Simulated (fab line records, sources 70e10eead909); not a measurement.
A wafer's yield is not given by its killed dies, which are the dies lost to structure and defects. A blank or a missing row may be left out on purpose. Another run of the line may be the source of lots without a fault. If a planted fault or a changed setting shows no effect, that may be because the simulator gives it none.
fab line records	flow nand-harc
[record] lots = 24	wafers = 72	last-day = 34
route steps=1302 shown A_CHANNEL_FILL_D1@495 A_CHANNEL_HOLE_D2@571 A_CHANNEL_FILL_D2@627
lots that met no fault: taken from a fault-free run of the same line
start-h: the number of hours between the record's first day and the start of the first shown wafer of the lot	wait-h: hours from the lot's prior step to this one	" same as the row above	L1.1+2: a single row standing in for several wafers	- no value, or no start given	* or withheld: withheld	< > ~ a bound
route shown NAME@n: a module of which the file shows steps, and the number in the route of the first	usual: the fault-free wafers' mean and standard deviation	same: alike in all rows	chamber/n: place in a boat	sites: the reading at each site	_std_site: the standard deviation of these	_edge_site: the outer-site mean with the inner-site mean subtracted	radius-mm: for every site, how far away it sits from the centre of the wafer	mask NAME#n: copy n	behind: tool/chamber where the wafer was last shaped	hold: the reason the lot was held/the length of the hold in hours/how it ended	device: the n, p or np transistor that did not switch	end of line: tests run on the same wafers once the route is complete	a step without rows: its recipe alone	killed: not the wafer's yield, but the dies lost to structure and defects at the first sort	map: a wafer's dies, x killed, . not, _ none there
set.NAME: the setting that was run; set.NAME@STEP: the one run at that earlier step	model.NAME: the simulator's own value behind a step, which no gauge read
route steps across a sampled set of lots; one table per step, one row per wafer
services: a tool's chamber out of use, with start hour (start-h, from the record's first day; less than 0 if before it), hours out, and reason
[[steps]]
[step NHARC_A_CHANNEL_FILL_D1_ALD_15]
[recipe] target-thk-a = 20	pulse-time-s = 60	ald-cycles = 19	temp-c = 630	pressure-torr = 2	material = SiNx
[usual] precursor-pulse-height-rel = 1.001/0.02
lot.wafer	tool	chamber	start-h	wait-h	precursor-pulse-height-rel
L074.2	ald-sin-batch-02	0	-	-	1.014
L074.4	"	0	"	"	0.984
L074.5	"	0	"	"	1.000
L075.2	ald-sin-batch-03	0	-	-	0.995
L075.3	"	0	"	"	1.004
L075.5	"	0	"	"	1.048
L076.1	ald-sin-batch-03	0	-	-	1.043
L076.2	"	0	"	"	0.999
L076.4	"	0	"	"	0.974
L077.2	ald-sin-batch-02	0	-	-	1.021
L077.4	"	0	"	"	1.002
L077.6	"	0	"	"	1.004
L078.2	ald-sin-batch-03	0	-	-	0.989
L078.3	"	0	"	"	1.020
L078.6	"	0	"	"	1.043
L079.2	ald-sin-batch-02	0	-	-	1.026
L079.4	"	0	"	"	1.023
L079.6	"	0	"	"	0.991
L080.3	ald-sin-batch-02	0	-	-	1.006
L080.4	"	0	"	"	1.012
L080.6	"	0	"	"	1.023
L081.1	ald-sin-batch-01	0	-	-	1.005
L081.5	"	0	"	"	1.001
L081.6	"	0	"	"	1.001
L082.2	ald-sin-batch-03	0	283.78	3.3	0.998
L082.5	"	0	"	"	0.993
L082.6	"	0	"	"	0.969
L083.1	ald-sin-batch-02	0	-	-	0.993
L083.4	"	0	"	"	1.002
L083.6	"	0	"	"	1.010
L084.4	ald-sin-batch-02	0	-	-	0.971
L084.5	"	0	"	"	0.973
L084.6	"	0	"	"	0.988
L085.2	ald-sin-batch-02	0	-	-	1.004
L085.3	"	0	"	"	0.960
L085.5	"	0	"	"	0.994
L086.2	ald-sin-batch-02	0	-	-	1.002
L086.3	"	0	"	"	0.996
L086.6	"	0	"	"	0.951
L087.3	ald-sin-batch-02	0	-	-	0.985
L087.5	"	0	"	"	1.015
L087.6	"	0	"	"	1.037
L088.3	ald-sin-batch-02	0	-	-	1.027
L088.4	"	0	"	"	1.013
L088.6	"	0	"	"	0.981
L089.2	ald-sin-batch-01	0	-	-	1.033
L089.3	"	0	"	"	0.996
L089.6	"	0	"	"	0.995
L090.1	ald-sin-batch-01	0	-	-	1.002
L090.2	"	0	"	"	1.025
L090.6	"	0	"	"	1.006
L091.2	ald-sin-batch-02	0	-	-	1.001
L091.3	"	0	"	"	0.995
L091.6	"	0	"	"	0.989
L092.1	ald-sin-batch-02	0	-	-	1.008
L092.2	"	0	"	"	0.945
L092.6	"	0	"	"	0.991
L093.2	ald-sin-batch-03	0	-	-	1.007
L093.3	"	0	"	"	1.023
L093.4	"	0	"	"	1.000
L094.1	ald-sin-batch-02	0	-	-	1.026
L094.2	"	0	"	"	0.989
L094.5	"	0	"	"	0.996
L095.1	ald-sin-batch-02	0	-	-	0.973
L095.2	"	0	"	"	0.994
L095.5	"	0	"	"	1.005
L096.1	ald-sin-batch-01	0	-	-	0.987
L096.3	"	0	"	"	1.024
L096.4	"	0	"	"	0.980
L097.2	ald-sin-batch-01	0	-	-	1.017
L097.5	"	0	"	"	0.985
L097.6	"	0	"	"	0.978
[step NHARC_A_CHANNEL_FILL_D1_INSPECT_13]
[usual] raw-defect-count = 315/110
lot.wafer	tool	chamber	start-h	wait-h	raw-defect-count
L074.2	defect-inspect-02	-	238.41	0.0	361
L074.4	"	-	"	"	231
L074.5	"	-	"	"	419
L075.2	defect-inspect-01	-	251.77	0.0	427
L075.3	"	-	"	"	568
L075.5	"	-	"	"	672
L076.1	defect-inspect-02	-	259.42	0.0	374
L076.2	"	-	"	"	397
L076.4	"	-	"	"	328
L077.2	defect-inspect-02	-	264.37	0.0	474
L077.4	"	-	"	"	370
L077.6	"	-	"	"	362
L078.2	defect-inspect-02	-	280.31	0.0	224
L078.3	"	-	"	"	201
L078.6	"	-	"	"	250
L079.2	defect-inspect-02	-	299.27	0.0	533
L079.4	"	-	"	"	176
L079.6	"	-	"	"	297
L080.3	defect-inspect-02	-	299.30	0.0	748
L080.4	"	-	"	"	475
L080.6	"	-	"	"	425
L081.1	defect-inspect-01	-	309.61	0.1	247
L081.5	"	-	"	"	313
L081.6	"	-	"	"	203
L082.2	defect-inspect-01	-	321.61	0.0	281
L082.5	"	-	"	"	180
L082.6	"	-	"	"	173
L083.1	defect-inspect-01	-	330.99	0.0	188
L083.4	"	-	"	"	398
L083.6	"	-	"	"	476
L085.2	defect-inspect-01	-	345.47	0.0	219
L085.3	"	-	"	"	215
L085.5	"	-	"	"	403
L084.4	defect-inspect-02	-	345.47	0.0	345
L084.5	"	-	"	"	354
L084.6	"	-	"	"	358
L086.2	defect-inspect-01	-	357.56	0.0	136
L086.3	"	-	"	"	173
L086.6	"	-	"	"	198
L087.3	defect-inspect-02	-	357.56	0.0	373
L087.5	"	-	"	"	447
L087.6	"	-	"	"	316
L088.3	defect-inspect-02	-	383.53	0.0	163
L088.4	"	-	"	"	213
L088.6	"	-	"	"	181
L089.2	defect-inspect-02	-	389.00	0.0	204
L089.3	"	-	"	"	257
L089.6	"	-	"	"	231
L090.1	defect-inspect-01	-	398.86	0.0	293
L090.2	"	-	"	"	184
L090.6	"	-	"	"	310
L091.2	defect-inspect-02	-	412.20	0.0	334
L091.3	"	-	"	"	276
L091.6	"	-	"	"	261
L092.1	defect-inspect-02	-	420.69	0.0	282
L092.2	"	-	"	"	318
L092.6	"	-	"	"	381
L093.2	defect-inspect-01	-	428.01	0.0	279
L093.3	"	-	"	"	191
L093.4	"	-	"	"	351
L095.1	defect-inspect-01	-	448.32	0.0	218
L095.2	"	-	"	"	261
L095.5	"	-	"	"	154
L094.1	defect-inspect-02	-	448.32	0.0	318
L094.2	"	-	"	"	139
L094.5	"	-	"	"	167
L096.1	defect-inspect-01	-	462.06	0.0	267
L096.3	"	-	"	"	352
L096.4	"	-	"	"	314
L097.2	defect-inspect-01	-	474.62	0.0	335
L097.5	"	-	"	"	315
L097.6	"	-	"	"	334
[step NHARC_A_CHANNEL_HOLE_D2_DEP_01]
[recipe] target-thk-a = 1400	target-thk-nm = 140	temp-c = 400	pressure-torr = 3.5	flow-sccm = 200	rf-w = 350	material = SiON
[usual] heater-power-w = 752/92
lot.wafer	tool	chamber	start-h	wait-h	heater-power-w
L074.2	pecvd-04	1	289.49	1.3	905
L074.5	"	2	"	"	703
L074.4	"	0	"	"	750
L075.2	pecvd-04	2	303.64	1.3	666
L075.3	"	1	"	"	818
L075.5	"	1	"	"	842
L076.1	pecvd-04	0	319.19	1.8	704
L076.2	"	2	"	"	635
L076.4	"	1	"	"	881
L077.2	pecvd-03	1	322.29	1.3	703
L077.6	"	2	"	"	794
L077.4	"	0	"	"	683
L078.3	pecvd-03	2	336.41	1.0	898
L078.2	"	0	"	"	638
L078.6	"	1	"	"	855
L080.3	pecvd-04	1	355.93	1.0	726
L080.6	"	1	"	"	750
L080.4	"	2	"	"	640
L079.2	pecvd-04	0	356.23	1.3	756
L079.6	"	0	"	"	748
L079.4	"	1	"	"	843
L081.1	pecvd-04	2	367.26	1.6	621
L081.5	"	2	"	"	612
L081.6	"	1	"	"	883
L082.2	pecvd-04	1	375.20	1.3	853
L082.5	"	2	"	"	647
L082.6	"	1	"	"	880
L083.1	pecvd-01	0	384.54	1.7	798
L083.6	"	1	"	"	806
L083.4	"	0	"	"	832
L084.4	pecvd-04	1	395.83	0.7	920
L084.6	"	2	"	"	647
L084.5	"	0	"	"	722
L085.3	pecvd-03	0	395.91	1.0	719
L085.2	"	2	"	"	904
L085.5	"	2	"	"	701
L087.3	pecvd-03	0	414.35	1.1	730
L087.5	"	2	"	"	849
L087.6	"	0	"	"	761
L086.3	pecvd-04	1	414.38	1.0	887
L086.2	"	0	"	"	667
L086.6	"	1	"	"	713
L088.3	pecvd-03	2	437.36	1.0	789
L088.4	"	1	"	"	890
L088.6	"	2	"	"	797
L089.3	pecvd-01	1	452.50	1.0	804
L089.2	"	2	"	"	617
L089.6	"	2	"	"	627
L090.1	pecvd-01	0	452.65	1.7	721
L090.2	"	2	"	"	519
L090.6	"	1	"	"	773
L091.2	pecvd-03	1	470.41	1.3	889
L091.3	"	2	"	"	854
L091.6	"	1	"	"	899
L092.2	pecvd-03	1	471.17	1.3	883
L092.1	"	2	"	"	835
L092.6	"	2	"	"	841
L093.2	pecvd-03	0	480.40	1.3	723
L093.3	"	1	"	"	781
L093.4	"	1	"	"	802
L094.2	pecvd-04	0	513.84	1.3	712
L094.1	"	1	"	"	833
L094.5	"	0	"	"	711
L095.1	pecvd-01	1	514.38	1.6	791
L095.2	"	0	"	"	855
L095.5	"	0	"	"	863
L096.3	pecvd-01	1	519.13	1.0	686
L096.1	"	0	"	"	838
L096.4	"	2	"	"	634
L097.2	pecvd-04	1	534.94	1.4	895
L097.6	"	0	"	"	690
L097.5	"	1	"	"	911
[step NHARC_A_CHANNEL_HOLE_D2_ETCH_34]
[recipe] target-depth-a = 1540	time-s = 77	cf4-flow-sccm = 100	chf3-flow-sccm = 30	ar-flow-sccm = 0	rf-w = 500	bias-w = 200	chemistry = CF4/CHF3
[usual] chf3-flow-sccm = 29.99/0.09	drypump-motor-current-A = 5.4/0.39	oes-product-au = 0.955/0.021	rf-vpp-V = 371.2/1.6	showerhead-plenum-p-Torr = 1.59/0.042	throttle-valve-pct = 16.801/0.0092
[same] time-s = 77
lot.wafer	tool	chamber	start-h	wait-h	chf3-flow-sccm	drypump-motor-current-A	oes-product-au	rf-hours-counter-h	rf-vpp-V	showerhead-plenum-p-Torr	throttle-valve-pct
L074.2	rie-diel-01	2	-	-	30.04	5.8	0.976	3.9	373.3	1.64	16.803
L074.4	"	3	"	"	30.08	5.6	0.967	3.7	370.6	1.56	16.780
L074.5	"	3	"	"	29.98	5.6	0.964	-	369.9	1.56	16.779
L075.2	rie-diel-12	2	-	-	30.01	4.8	0.932	1.1	372.2	1.60	16.796
L075.3	"	0	"	"	30.20	5.3	0.904	1.1	371.8	1.62	16.794
L075.5	"	3	"	"	29.96	5.1	0.934	-	372.8	1.62	16.801
L076.4	rie-diel-12	1	-	-	29.93	6.1	0.974	2.4	370.2	1.58	16.790
L076.2	"	2	"	"	30.01	4.9	0.972	2.3	371.7	1.60	16.796
L076.1	"	0	"	"	30.04	5.2	0.953	2.4	372.4	1.62	16.802
L077.2	rie-diel-08	0	-	-	29.84	5.5	0.933	9.5	367.2	1.48	16.791
L077.4	"	3	"	"	30.03	6.0	0.920	7.6	371.9	1.66	16.801
L077.6	"	0	"	"	29.86	5.5	0.934	-	369.1	1.48	16.801
L078.2	rie-diel-12	1	-	-	30.03	6.1	0.956	3.6	369.6	1.57	16.803
L078.3	"	2	"	"	30.02	4.9	0.986	3.0	370.8	1.60	16.794
L078.6	"	1	"	"	30.14	6.1	0.948	-	370.0	1.58	16.812
L080.3	rie-diel-01	3	-	-	30.06	5.6	0.985	6.3	369.9	1.56	16.802
L080.4	"	0	"	"	29.88	5.0	0.990	5.9	372.1	1.61	16.796
L080.6	"	3	"	"	29.99	5.6	0.990	-	370.3	1.56	16.800
L079.4	rie-diel-12	0	-	-	29.99	5.3	0.932	4.7	371.3	1.62	16.810
L079.2	"	1	"	"	29.91	6.0	0.929	4.4	371.1	1.57	16.804
L079.6	"	3	"	"	29.99	5.1	0.959	-	372.5	1.62	16.810
L081.1	rie-diel-01	0	-	-	30.05	5.0	0.987	6.7	371.9	1.61	16.801
L081.5	"	3	"	"	29.93	5.6	0.952	-	370.0	1.56	16.804
L081.6	"	0	"	"	30.08	5.0	0.977	-	372.6	1.61	16.806
L082.2	rie-diel-01	0	-	-	29.85	5.0	0.948	8.4	372.1	1.61	16.804
L082.6	"	1	"	"	30.12	5.3	0.939	-	370.8	1.55	16.810
L082.5	"	3	"	"	29.99	5.6	0.939	-	370.0	1.56	16.791
L083.4	rie-diel-12	2	-	-	29.83	4.9	0.959	5.1	372.7	1.60	16.807
L083.1	"	3	"	"	29.94	5.1	0.972	5.7	369.6	1.61	16.819
L083.6	"	1	"	"	29.73	6.1	0.966	-	369.7	1.57	16.804
L084.4	rie-diel-08	1	-	-	30.00	5.1	0.978	1.5	369.1	1.53	16.797
L084.6	"	0	"	"	29.89	5.5	0.963	-	367.5	1.48	16.811
L084.5	"	1	"	"	29.87	5.1	0.975	-	367.8	1.53	16.796
L085.3	rie-diel-12	2	-	-	29.92	4.9	0.963	6.3	371.4	1.60	16.797
L085.2	"	3	"	"	29.88	5.1	0.988	6.9	373.2	1.61	16.806
L085.5	"	3	"	"	29.99	5.1	0.992	-	371.8	1.61	16.794
L087.3	rie-diel-12	1	-	-	30.00	6.0	0.966	8.0	371.0	1.57	16.791
L087.6	"	3	"	"	30.03	5.1	0.979	-	371.0	1.61	16.804
L087.5	"	0	"	"	29.90	5.3	0.972	-	370.3	1.62	16.797
L086.2	rie-diel-01	3	-	-	29.92	5.6	0.932	0.4	371.0	1.56	16.789
L086.3	"	1	"	"	30.10	5.3	0.954	0.6	369.6	1.55	16.809
L086.6	"	3	"	"	29.93	5.6	0.927	-	370.6	1.56	16.796
L088.4	rie-diel-12	1	-	-	29.99	6.0	0.914	8.9	371.5	1.57	16.791
L088.3	"	3	"	"	29.90	5.1	0.941	8.7	373.1	1.61	16.796
L088.6	"	1	"	"	30.04	6.0	0.920	-	369.5	1.57	16.827
L089.3	rie-diel-01	0	-	-	29.98	5.0	0.970	2.7	372.5	1.61	16.807
L089.2	"	2	"	"	30.06	5.8	0.963	2.3	374.3	1.64	16.801
L089.6	"	0	"	"	29.93	5.0	0.974	-	372.5	1.61	16.817
L090.2	rie-diel-08	2	-	-	30.02	5.3	0.921	5.1	372.6	1.62	16.790
L090.1	"	3	"	"	29.98	6.0	0.943	5.8	372.3	1.66	16.805
L090.6	"	1	"	"	29.94	5.1	0.935	-	367.7	1.53	16.799
L091.3	rie-diel-12	2	-	-	29.87	4.9	0.964	0.8	372.0	1.60	16.797
L091.2	"	3	"	"	29.81	5.1	0.967	0.8	372.8	1.61	16.797
L091.6	"	0	"	"	29.98	5.3	0.956	-	372.3	1.62	16.799
L092.2	rie-diel-08	1	-	-	30.07	5.1	0.998	5.7	368.8	1.53	16.804
L092.1	"	3	"	"	30.25	6.0	0.974	7.4	373.4	1.66	16.797
L092.6	"	1	"	"	30.10	5.1	0.991	-	370.9	1.53	16.771
L093.3	rie-diel-12	2	-	-	30.03	4.9	0.967	1.8	370.9	1.60	16.780
L093.4	"	3	"	"	29.92	5.1	0.954	1.7	372.9	1.61	16.799
L093.2	"	1	"	"	29.92	6.0	0.954	1.6	371.2	1.57	16.807
L094.1	rie-diel-01	1	-	-	29.97	5.2	0.930	5.5	368.4	1.55	16.791
L094.2	"	3	"	"	29.95	5.6	0.932	4.7	371.1	1.56	16.803
L094.5	"	1	"	"	29.98	5.2	0.924	-	369.5	1.55	16.800
L095.2	rie-diel-08	2	-	-	30.06	5.3	0.957	9.1	371.8	1.62	16.804
L095.1	"	3	"	"	30.08	6.0	0.976	10.0	372.2	1.66	16.800
L095.5	"	3	"	"	29.95	6.0	0.974	-	373.4	1.66	16.800
L096.3	rie-diel-12	0	-	-	29.97	5.3	0.944	2.4	371.1	1.62	16.787
L096.4	"	1	"	"	30.07	6.1	0.938	2.8	369.5	1.57	16.799
L096.1	"	3	"	"	29.91	5.1	0.962	3.0	372.1	1.61	16.818
L097.2	rie-diel-12	0	-	-	30.11	5.3	0.943	3.4	371.5	1.62	16.805
L097.5	"	3	"	"	30.16	5.1	0.968	-	371.5	1.61	16.821
L097.6	"	0	"	"	30.10	5.3	0.942	-	371.4	1.62	16.807
[step NHARC_A_CHANNEL_HOLE_D2_ETCH_44]
[recipe] target-depth-a = 1400	overetch-a = 140	time-s = 77	ion-energy-ev = 100	cf4-flow-sccm = 80	o2-flow-sccm = 20	ar-flow-sccm = 0	rf-w = 300	bias-w = 100	chemistry = CF4/O2
[usual] drypump-motor-current-A = 5.4/0.39	oes_ar_750_au = 0.999/0.0046	oes-product-au = 1.000/0.012	rf-vpp-V = 198.1/1.1	showerhead-plenum-p-Torr = 1.35/0.035	throttle-valve-pct = 13.398/0.0093
[same] time-s = 77
lot.wafer	tool	chamber	start-h	wait-h	drypump-motor-current-A	oes_ar_750_au	oes-product-au	rf-hours-counter-h	rf-vpp-V	showerhead-plenum-p-Torr	throttle-valve-pct
L074.2	rie-diel-01	0	297.73	0.1	5.0	0.998	1.004	4.1	199.5	1.37	13.409
L074.4	"	1	"	"	5.3	1.005	1.021	4.1	197.6	1.32	13.398
L074.5	"	1	"	"	5.3	0.995	1.010	-	198.6	1.32	13.401
L075.2	rie-diel-12	3	312.94	0.1	5.1	0.996	1.003	1.8	198.3	1.37	13.399
L075.3	"	2	"	"	4.9	0.999	1.001	1.7	197.7	1.36	13.389
L075.5	"	3	"	"	5.1	1.000	0.997	-	198.8	1.37	13.396
L077.2	rie-diel-12	2	328.99	0.1	4.9	1.006	0.998	2.9	199.1	1.36	13.388
L077.4	"	0	"	"	5.2	1.001	0.978	3.4	197.4	1.38	13.383
L077.6	"	3	"	"	5.1	0.998	1.006	-	198.4	1.37	13.401
L076.4	rie-diel-01	0	330.17	0.1	5.0	0.998	1.005	5.3	199.6	1.37	13.398
L076.1	"	2	"	"	5.8	1.003	1.003	5.9	198.7	1.40	13.392
L076.2	"	3	"	"	5.5	0.997	0.993	5.6	196.8	1.32	13.400
L078.2	rie-diel-12	1	343.30	0.1	6.0	0.998	0.996	3.9	197.3	1.34	13.412
L078.3	"	2	"	"	4.8	1.004	0.992	3.3	197.1	1.36	13.391
L078.6	"	2	"	"	4.9	1.008	0.992	-	198.5	1.36	13.389
L080.3	rie-diel-01	2	366.30	0.0	5.8	1.003	0.997	7.0	200.1	1.40	13.391
L080.4	"	1	"	"	5.3	1.003	1.009	6.9	196.5	1.32	13.397
L080.6	"	2	"	"	5.8	0.999	1.006	-	199.1	1.40	13.405
L079.2	rie-diel-12	0	367.05	0.1	5.3	0.997	0.984	5.2	199.4	1.38	13.414
L079.4	"	2	"	"	4.9	0.991	0.991	4.0	196.2	1.36	13.410
L079.6	"	1	"	"	6.0	1.002	0.999	-	197.1	1.34	13.397
L081.1	rie-diel-12	2	374.00	0.1	4.9	0.991	1.007	4.3	198.1	1.36	13.396
L081.6	"	3	"	"	5.1	1.004	1.017	-	199.2	1.37	13.399
L081.5	"	0	"	"	5.3	0.993	0.987	-	198.1	1.38	13.383
L082.2	rie-diel-12	0	382.53	0.1	5.3	1.006	0.985	6.0	197.1	1.38	13.427
L082.6	"	0	"	"	5.3	1.008	0.988	-	199.3	1.38	13.399
L082.5	"	1	"	"	6.0	1.006	0.980	-	197.8	1.34	13.393
L083.1	rie-diel-12	3	395.10	0.1	5.1	1.009	1.013	6.5	197.0	1.37	13.415
L083.4	"	1	"	"	6.0	0.997	0.989	6.9	198.9	1.34	13.404
L083.6	"	3	"	"	5.1	1.000	1.009	-	198.5	1.37	13.408
L084.4	rie-diel-12	1	403.04	0.1	6.1	1.003	0.987	7.5	196.7	1.34	13.407
L084.5	"	0	"	"	5.2	1.002	0.990	-	199.4	1.37	13.395
L084.6	"	1	"	"	6.0	0.994	0.995	-	196.9	1.34	13.406
L085.2	rie-diel-08	3	403.44	0.1	6.0	1.002	1.006	2.8	198.0	1.41	13.405
L085.3	"	1	"	"	5.1	1.004	0.997	2.1	197.2	1.29	13.395
L085.5	"	3	"	"	6.0	0.997	0.998	-	198.4	1.41	13.390
L087.3	rie-diel-08	2	421.11	0.1	5.3	0.992	1.000	3.7	199.0	1.38	13.405
L087.6	"	1	"	"	5.1	1.000	1.009	-	197.9	1.29	13.381
L087.5	"	2	"	"	5.3	1.001	1.003	-	198.3	1.38	13.393
L086.3	rie-diel-01	3	421.28	0.1	5.6	0.991	1.004	0.8	198.2	1.32	13.397
L086.2	"	0	"	"	5.0	0.997	1.013	1.0	199.1	1.37	13.403
L086.6	"	2	"	"	5.9	0.998	1.002	-	199.4	1.40	13.396
L088.3	rie-diel-01	0	444.04	0.0	5.0	1.000	1.012	2.2	197.3	1.37	13.384
L088.4	"	2	"	"	5.8	1.002	0.995	1.9	198.8	1.40	13.391
L088.6	"	1	"	"	5.2	1.002	1.010	-	195.4	1.32	13.398
L090.2	rie-diel-01	2	459.51	0.1	5.8	1.004	1.008	2.8	198.4	1.39	13.397
L090.1	"	0	"	"	5.0	1.000	1.019	3.3	198.7	1.37	13.390
L090.6	"	1	"	"	5.3	1.008	1.012	-	196.7	1.32	13.382
L089.3	rie-diel-08	0	459.55	0.1	5.5	0.990	1.002	6.1	195.5	1.25	13.408
L089.2	"	1	"	"	5.1	0.998	1.010	5.1	199.4	1.29	13.395
L089.6	"	3	"	"	6.0	0.994	0.995	-	199.4	1.41	13.401
L091.3	rie-diel-12	0	477.18	0.1	5.2	0.997	0.974	0.7	199.5	1.37	13.411
L091.2	"	2	"	"	4.9	0.999	1.015	1.3	198.4	1.36	13.386
L091.6	"	0	"	"	5.3	1.002	0.969	-	198.6	1.37	13.372
L092.1	rie-diel-01	3	477.98	0.0	5.6	1.001	1.020	4.0	197.7	1.32	13.399
L092.2	"	2	"	"	5.8	0.996	0.997	4.6	198.5	1.40	13.404
L092.6	"	0	"	"	5.0	0.998	1.009	-	198.7	1.37	13.387
L093.2	rie-diel-01	3	489.02	0.1	5.6	1.003	1.014	4.3	197.8	1.32	13.387
L093.3	"	1	"	"	5.3	1.001	1.005	5.1	198.5	1.32	13.400
L093.4	"	2	"	"	5.9	1.004	1.001	4.8	199.9	1.40	13.402
L094.2	rie-diel-01	0	520.64	0.1	5.0	1.008	0.996	6.0	198.3	1.37	13.402
L094.1	"	3	"	"	5.6	0.995	1.007	5.0	197.3	1.32	13.394
L094.5	"	1	"	"	5.3	0.998	1.000	-	196.7	1.32	13.387
L095.2	rie-diel-08	2	522.67	0.0	5.3	1.006	0.979	9.7	197.9	1.38	13.407
L095.1	"	3	"	"	6.0	0.996	1.015	10.6	198.5	1.41	13.403
L095.5	"	3	"	"	6.0	1.000	1.009	-	198.4	1.41	13.399
L096.4	rie-diel-12	1	525.94	0.1	6.0	1.006	0.990	3.3	198.0	1.33	13.402
L096.3	"	3	"	"	5.1	1.003	1.011	3.2	197.9	1.37	13.402
L096.1	"	0	"	"	5.3	0.989	0.991	2.9	200.0	1.37	13.410
L097.2	rie-diel-12	3	543.28	0.1	5.1	1.004	1.005	4.2	198.1	1.37	13.403
L097.5	"	3	"	"	5.1	0.992	1.003	-	199.8	1.37	13.410
L097.6	"	0	"	"	5.3	1.000	0.976	-	198.1	1.37	13.409
[step NHARC_A_CHANNEL_FILL_D2_ALD_25]
[recipe] target-thk-a = 600	pulse-time-s = 10	ald-cycles = 600	temp-c = 300	material = SiOx
[usual] heater-power-w = 423/41	precursor-pulse-height-rel = 1.000/0.021
lot.wafer	tool	chamber	start-h	wait-h	heater-power-w	precursor-pulse-height-rel
L074.4	ald-hk-01	3	338.23	0.8	425	0.964
L074.2	"	0	"	"	411	1.030
L074.5	"	2	340.06	2.6	451	0.992
L075.2	ald-hk-03	0	349.71	0.7	429	1.008
L075.3	"	1	"	"	360	0.990
L075.5	"	3	351.59	2.6	385	1.015
L077.2	ald-hk-01	3	368.14	0.1	443	1.023
L077.4	"	0	"	"	410	0.989
L077.6	"	3	370.60	2.5	436	0.983
L076.4	ald-hk-03	2	370.09	2.0	442	1.021
L076.2	"	0	371.32	3.2	438	0.963
L076.1	"	1	"	"	360	1.020
L078.2	ald-hk-03	2	380.20	0.1	433	1.018
L078.3	"	1	382.06	1.9	376	1.010
L078.6	"	3	383.30	3.1	395	1.008
L080.3	ald-hk-03	3	403.20	0.0	381	0.963
L080.4	"	2	405.06	1.9	413	1.013
L080.6	"	3	"	"	383	0.985
L079.4	ald-hk-01	2	403.21	0.1	443	1.014
L079.2	"	0	404.44	1.3	411	1.012
L079.6	"	2	405.67	2.5	436	0.974
L081.1	ald-hk-02	0	412.83	0.2	400	1.020
L081.5	"	0	415.28	2.6	411	0.976
L081.6	"	1	"	"	514	1.025
L082.2	ald-hk-02	1	420.91	0.7	516	0.989
L082.6	"	0	422.76	2.5	394	0.966
L082.5	"	1	"	"	527	1.037
L083.4	ald-hk-03	3	433.19	0.7	389	1.009
L083.1	"	1	434.41	1.9	357	1.017
L083.6	"	2	"	"	424	0.980
L085.3	ald-hk-02	3	443.73	0.7	464	0.998
L085.2	"	1	444.97	1.9	537	0.993
L085.5	"	3	446.20	3.1	472	1.003
L084.4	ald-hk-03	3	443.75	0.7	377	0.970
L084.5	"	2	445.63	2.6	410	0.954
L084.6	"	3	"	"	381	1.010
L087.3	ald-hk-01	3	457.75	0.1	438	0.981
L087.5	"	3	460.22	2.5	429	0.994
L087.6	"	0	"	"	419	1.031
L086.2	ald-hk-03	2	458.35	0.7	423	0.995
L086.3	"	3	"	"	392	1.023
L086.6	"	1	460.20	2.5	369	0.984
L088.3	ald-hk-02	1	481.95	0.7	532	1.012
L088.4	"	3	483.19	1.9	475	1.008
L088.6	"	1	484.42	3.1	535	1.012
L089.3	ald-hk-01	1	498.08	1.3	420	1.006
L089.2	"	2	"	"	452	0.993
L089.6	"	0	499.94	3.1	404	1.003
L090.1	ald-hk-02	2	500.76	4.0	403	0.993
L090.2	"	3	"	"	467	0.987
L090.6	"	1	502.61	5.8	530	0.964
L091.2	ald-hk-02	3	518.94	0.1	465	0.989
L091.3	"	1	520.14	1.3	541	1.021
L091.6	"	3	521.35	2.5	461	0.980
L092.1	ald-hk-03	2	518.94	0.1	419	0.974
L092.2	"	3	"	"	379	1.011
L092.6	"	3	522.06	3.2	374	0.986
L093.2	ald-hk-03	1	531.83	0.1	375	1.038
L093.3	"	3	534.33	2.5	379	0.983
L093.4	"	0	535.58	3.8	434	0.975
L094.1	ald-hk-01	3	564.51	0.1	438	1.021
L094.2	"	1	565.73	1.3	418	0.966
L094.5	"	0	567.56	3.1	398	1.024
L095.2	ald-hk-02	0	565.26	0.8	414	1.000
L095.1	"	1	"	"	512	0.998
L095.5	"	3	567.10	2.7	489	1.020
L096.4	ald-hk-03	0	567.59	3.1	438	0.999
L096.3	"	1	568.81	4.4	366	1.027
L096.1	"	3	571.24	6.8	384	0.986
L097.2	ald-hk-01	1	582.46	1.3	418	0.995
L097.5	"	0	584.28	3.1	399	0.970
L097.6	"	1	"	"	418	1.006
[[services]]
tool	chamber	start-h	hours	kind
rie-diel-01	-	183.56	0.4	repair
rie-diel-01	-	203.81	9.0	pm
pecvd-04	-	214.77	0.8	repair
rie-diel-12	3	263.90	6.3	repair
ald-sin-batch-02	-	266.00	26.0	pm
rie-diel-12	-	268.40	9.0	pm
pecvd-04	-	269.35	13.0	pm
pecvd-04	-	297.80	0.6	repair
rie-diel-12	2	331.56	6.1	repair
rie-diel-01	3	369.34	6.2	repair
rie-diel-01	2	373.44	12.8	repair
rie-diel-01	-	380.81	9.0	pm
rie-diel-12	1	403.12	3.2	repair
rie-diel-12	-	445.40	9.0	pm
rie-diel-01	1	452.82	4.4	repair
rie-diel-12	0	462.54	1.9	repair
rie-diel-01	2	483.53	3.5	repair
rie-diel-12	3	507.01	6.8	repair
ald-sin-batch-02	-	507.15	21.0	repair
rie-diel-12	1	534.77	12.9	repair
ald-sin-batch-02	-	547.07	2.9	repair
rie-diel-01	-	557.81	9.0	pm
rie-diel-12	2	559.51	8.0	repair
rie-diel-12	3	571.78	9.9	repair
[[key]]
fault none
